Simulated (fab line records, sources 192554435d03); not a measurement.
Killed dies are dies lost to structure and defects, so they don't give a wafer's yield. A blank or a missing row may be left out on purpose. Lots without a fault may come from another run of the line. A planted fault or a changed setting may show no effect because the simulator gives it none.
Chamber matching | flow n5_finfet | N5_FIN_SAQP_ETCH_65 on rie_si-03: 4 sister chambers
The step etches SiO2 in CF4, target depth 4 nm, time 4.4 s. 8 wafers are shown with their chamber, then 12 later ones without.

WAFERS WITH THEIR CHAMBER
wafer  | chamber | drypump_motor_current_A (A) | throttle_valve_pct (%)
L080.5 | 3       | 6.1                         | 21.71
L082.2 | 1       | 6.0                         | 21.65
L084.1 | 1       | 6.0                         | 21.63
L085.3 | 2       | 5.3                         | 21.87
L085.6 | 0       | 5.5                         | 21.69
L089.3 | 3       | 6.0                         | 21.71
L089.4 | 0       | 5.5                         | 21.70
L089.6 | 2       | 5.3                         | 21.88

WAFERS WITHOUT THEIR CHAMBER
wafer  | drypump_motor_current_A (A) | throttle_valve_pct (%)
L090.2 | 6.0                         | 21.73
L090.4 | 5.5                         | 21.69
L090.6 | 5.5                         | 21.70
L092.2 | 5.5                         | 21.69
L092.4 | 6.0                         | 21.66
L092.6 | 6.0                         | 21.66
L093.1 | 6.0                         | 21.71
L093.2 | 6.0                         | 21.65
L093.5 | 5.5                         | 21.69
L097.2 | 5.3                         | 21.87
L097.4 | 6.0                         | 21.72
L097.6 | 5.5                         | 21.70

WHICH CHAMBER EACH WENT THROUGH
wafer  | from the rows above | in truth
L090.2 | 3                   | 3
L090.4 | 0                   | 0
L090.6 | 0                   | 0
L092.2 | 0                   | 0
L092.4 | 1                   | 1
L092.6 | 1                   | 1
L093.1 | 3                   | 3
L093.2 | 1                   | 1
L093.5 | 0                   | 0
L097.2 | 2                   | 2
L097.4 | 3                   | 3
L097.6 | 0                   | 0
Placed correctly: 12 of 12. Can't be placed from these rows: 0. Placed wrongly: 0.
How it was worked out, from the rows above alone: a wafer's distance from a chamber is the root of the sum, over the readings, of the square of ((its reading less the chamber's mean) divided by the reading's scatter). The wafer belongs to the nearest chamber; if the next one is less than 2 further off, it can't be placed. A chamber's mean is the mean of its shown wafers. The scatter: the root of (the sum of the squares of (reading less its chamber's mean) over the shown wafers, divided by (wafers less chambers)).
